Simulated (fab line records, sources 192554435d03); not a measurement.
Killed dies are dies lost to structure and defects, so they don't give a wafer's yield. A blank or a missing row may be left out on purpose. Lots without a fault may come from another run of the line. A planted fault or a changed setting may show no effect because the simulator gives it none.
Which tool did it? | flow n5_finfet | 24 lots, 72 wafers sampled, at 3 steps of a route of 1938

WHAT THE GAUGES READ, wafer by wafer
N5_SDB_INSPECT_36: inspects for defects (darkfield). Usual: raw_defect_count 40, standard deviation 23.
lot  | measured    | on                | raw_defect_count | flag
L074 | day 3 22:45 | defect_inspect-02 | 22 53 37         |
L075 | day 4 07:55 | defect_inspect-01 | 44 47 41         |
L076 | day 4 09:40 | defect_inspect-01 | 37 45 34         |
L077 | day 4 15:29 | defect_inspect-01 | 13 16 18         |
L078 | day 4 21:41 | defect_inspect-02 | 30 27 29         |
L079 | day 5 04:49 | defect_inspect-02 | 52 18 38         |
L080 | day 5 09:50 | defect_inspect-02 | 26 29 37         |
L081 | day 5 15:35 | defect_inspect-01 | 31 27 33         |
L082 | day 6 00:45 | defect_inspect-02 | 26 17 56         |
L083 | day 6 09:04 | defect_inspect-01 | 19 39 24         |
L084 | day 6 11:35 | defect_inspect-02 | 72 38 83         |
L085 | day 6 18:18 | defect_inspect-02 | 26 27 21         |
L086 | day 7 00:04 | defect_inspect-01 | 23 17 18         |
L087 | day 7 05:16 | defect_inspect-01 | 33 41 50         |
L088 | day 7 10:14 | defect_inspect-01 | 33 40 35         |
L089 | day 7 16:05 | defect_inspect-01 | 31 21 23         |
L090 | day 7 21:31 | defect_inspect-02 | 14 24 7          |
L091 | day 8 02:50 | defect_inspect-02 | 33 44 53         |
L092 | day 8 10:16 | defect_inspect-02 | 26 78 36         |
L093 | day 8 14:49 | defect_inspect-02 | 70 134 92        |
L094 | day 8 21:40 | defect_inspect-01 | 82 125 103       |
L095 | day 9 05:07 | defect_inspect-01 | 27 48 38         |
L096 | day 9 11:57 | defect_inspect-02 | 36 30 45         |
L097 | day 9 21:27 | defect_inspect-01 | 27 36 85         |

WHICH TOOL RAN EACH LOT (tool, then ch and the chambers of the sampled wafers, then the start)
lot  | N5_ILD0_CMP_12               | N5_SDB_ALD_29
L074 | cmp-01 ch 1,3, day 3 17:44   | ald_sin-02 ch 1,3, day 3 19:30
L075 | cmp-03 ch 0,1, day 4 02:59   | ald_sin-04 ch 0,1,2, day 4 04:52
L076 | cmp-03 ch 0,2,3, day 4 04:58 | ald_sin-03 ch 1,2,3, day 4 07:58
L077 | cmp-02 ch 0,1,3, day 4 10:57 | ald_sin-04 ch 1,2,3, day 4 12:26
L078 | cmp-02 ch 1,2,3, day 4 17:09 | ald_sin-02 ch 1,2,3, day 4 18:38
L079 | cmp-02 ch 0,1,3, day 4 23:00 | ald_sin-02 ch 0,2,3, day 5 01:45
L080 | cmp-02 ch 0,1,3, day 5 04:50 | ald_sin-02 ch 0,2, day 5 06:47
L081 | cmp-01 ch 0,2,3, day 5 10:37 | ald_sin-04 ch 0,2,3, day 5 12:32
L082 | cmp-03 ch 1,2,3, day 5 19:56 | ald_sin-04 ch 0,1, day 5 21:42
L083 | cmp-02 ch 0,2,3, day 6 03:42 | ald_sin-02 ch 0,1,2, day 6 05:58
L084 | cmp-01 ch 0,1,2, day 6 06:07 | ald_sin-03 ch 1,2,3, day 6 09:53
L085 | cmp-02 ch 0,2,3, day 6 13:02 | ald_sin-03 ch 1,2,3, day 6 15:08
L086 | cmp-03 ch 2,3, day 6 18:46   | ald_sin-04 ch 0,2,3, day 6 21:01
L087 | cmp-01 ch 1,3, day 7 00:16   | ald_sin-02 ch 0,1,2, day 7 02:13
L088 | cmp-02 ch 0,1,3, day 7 05:23 | ald_sin-04 ch 2,3, day 7 07:11
L089 | cmp-02 ch 0,1,2, day 7 11:02 | ald_sin-04 ch 0,2,3, day 7 13:02
L090 | cmp-02 ch 0,1,3, day 7 15:52 | ald_sin-04 ch 1,2, day 7 18:28
L091 | cmp-01 ch 0,1,3, day 7 22:10 | ald_sin-02 ch 0,1,2, day 7 23:46
L092 | cmp-01 ch 0,1,3, day 8 04:28 | ald_sin-04 ch 2,3, day 8 07:13
L093 | cmp-01 ch 0,2,3, day 8 10:08 | ald_sin-03 ch 0,2,3, day 8 11:45
L094 | cmp-01 ch 0,3, day 8 16:53   | ald_sin-03 ch 2,3, day 8 18:37
L095 | cmp-03 ch 0,1, day 9 00:07   | ald_sin-02 ch 0,1, day 9 02:04
L096 | cmp-01 ch 0,1, day 9 07:17   | ald_sin-02 ch 1,2, day 9 08:54
L097 | cmp-03 ch 1,2, day 9 16:13   | ald_sin-03 ch 0,2,3, day 9 18:23
- N5_ILD0_CMP_12: polishes SiNx, stops on poly-Si, t overpolish 6 s, target thk 17.67 nm.
- N5_SDB_ALD_29: deposits SiNx, target thk 30 nm, pulse time 1 s, ald cycles 600.

WHAT THE TOOLS THEMSELVES READ (means of the sampled wafers that have a number; where no wafer has one, the mark that the record gives instead)
N5_ILD0_CMP_12. Usual: motor_current_A 9.1 A, standard deviation 1.1; overpolish_run_s 5.998 s, standard deviation 0.0092; pad_life_wafers 860, standard deviation 560; retaining_ring_pressure_frac 1.000, standard deviation 0.0054; time_to_endpoint_s 29.1 s, standard deviation 2.2.
lot  | tool   | motor_current_A (A) | overpolish_run_s (s) | pad_life_wafers | retaining_ring_pressure_frac | time_to_endpoint_s (s) | flag
L074 | cmp-01 | 9.3                 | 5.985                | 1687            | 1.003                        | 28.4                   |
L075 | cmp-03 | 9.0                 | 5.994                | 122             | 0.999                        | 28.9                   |
L076 | cmp-03 | 8.9                 | 6.002                | 135             | 1.004                        | 30.6                   |
L077 | cmp-02 | 8.7                 | 6.004                | 656             | 1.000                        | 31.3                   |
L078 | cmp-02 | 8.6                 | 5.999                | 705             | 1.003                        | 27.1                   |
L079 | cmp-02 | 8.5                 | 6.005                | 746             | 0.998                        | 28.2                   |
L080 | cmp-02 | 8.7                 | 6.005                | 800             | 0.992                        | 28.0                   |
L081 | cmp-01 | 10.2                | 6.002                | 1969            | 0.995                        | 28.0                   |
L082 | cmp-03 | 8.9                 | 5.997                | 445             | 1.000                        | 30.7                   |
L083 | cmp-02 | 8.8                 | 5.991                | 1051            | 0.997                        | 29.6                   |
L084 | cmp-01 | 9.1                 | 5.993                | 2055            | 1.003                        | 24.7                   |
L085 | cmp-02 | 8.9                 | 5.992                | 1130            | 1.004                        | 29.0                   |
L086 | cmp-03 | 8.6                 | 6.008                | 696             | 1.004                        | 30.4                   |
L087 | cmp-01 | 8.3                 | 5.998                | 86              | 1.000                        | 27.5                   |
L088 | cmp-02 | 8.6                 | 5.993                | 1268            | 0.993                        | 31.3                   |
L089 | cmp-02 | 9.8                 | 5.991                | 1309            | 1.001                        | 30.9                   |
L090 | cmp-02 | 8.9                 | 6.002                | 1352            | 1.001                        | 30.7                   |
L091 | cmp-01 | 9.0                 | 5.993                | 260             | 0.999                        | 29.1                   |
L092 | cmp-01 | 9.2                 | 5.998                | 314             | 0.999                        | 28.2                   |
L093 | cmp-01 | 9.8                 | 6.006                | 368             | 1.003                        | 27.3                   |
L094 | cmp-01 | 9.7                 | 5.996                | 432             | 0.999                        | 28.9                   |
L095 | cmp-03 | 9.2                 | 5.991                | 1140            | 1.003                        | 30.7                   |
L096 | cmp-01 | 8.7                 | 5.997                | 608             | 1.000                        | 30.5                   |
L097 | cmp-03 | 9.0                 | 5.992                | 1296            | 1.000                        | 30.2                   |

N5_SDB_ALD_29. Usual: heater_power_w 836 W, standard deviation 96; precursor_pulse_height_rel 0.998, standard deviation 0.02.
lot  | tool       | heater_power_w (W) | precursor_pulse_height_rel | flag
L074 | ald_sin-02 | 806                | 1.014                      |
L075 | ald_sin-04 | 806                | 0.995                      |
L076 | ald_sin-03 | 931                | 1.000                      |
L077 | ald_sin-04 | 842                | 0.996                      |
L078 | ald_sin-02 | 799                | 1.003                      |
L079 | ald_sin-02 | 786                | 0.994                      |
L080 | ald_sin-02 | 788                | 0.985                      |
L081 | ald_sin-04 | 860                | 1.006                      |
L082 | ald_sin-04 | 828                | 0.986                      |
L083 | ald_sin-02 | 806                | 0.975                      |
L084 | ald_sin-03 | 886                | 1.007                      |
L085 | ald_sin-03 | 886                | 0.977                      |
L086 | ald_sin-04 | 877                | 1.004                      |
L087 | ald_sin-02 | 796                | 0.993                      |
L088 | ald_sin-04 | 915                | 0.980                      |
L089 | ald_sin-04 | 869                | 0.999                      |
L090 | ald_sin-04 | 793                | 0.990                      |
L091 | ald_sin-02 | 800                | 0.997                      |
L092 | ald_sin-04 | 912                | 0.996                      |
L093 | ald_sin-03 | 899                | 1.008                      |
L094 | ald_sin-03 | 909                | 1.011                      |
L095 | ald_sin-02 | 764                | 1.003                      |
L096 | ald_sin-02 | 778                | 1.005                      |
L097 | ald_sin-03 | 918                | 0.999                      |

THE ANSWER, worked out from the rows above alone
Rule: a lot is off if the mean of its wafers that have a number lies more than 3 standard deviations from the usual mean. A lot without any number at a reading at which 4 lots or more have one is off too. The other lots that the step has rows for count as sound. The gauges are gone through in route order, then the tools' own readings, and for those a lot's mean is taken as printed above. The first step at which some lot is off is used, and at that step the reading that is off furthest; a lot without a number counts as furthest.
No lot is off at any reading shown: from this, nothing can be told.

WHAT THE SIMULATOR HAD PUT IN
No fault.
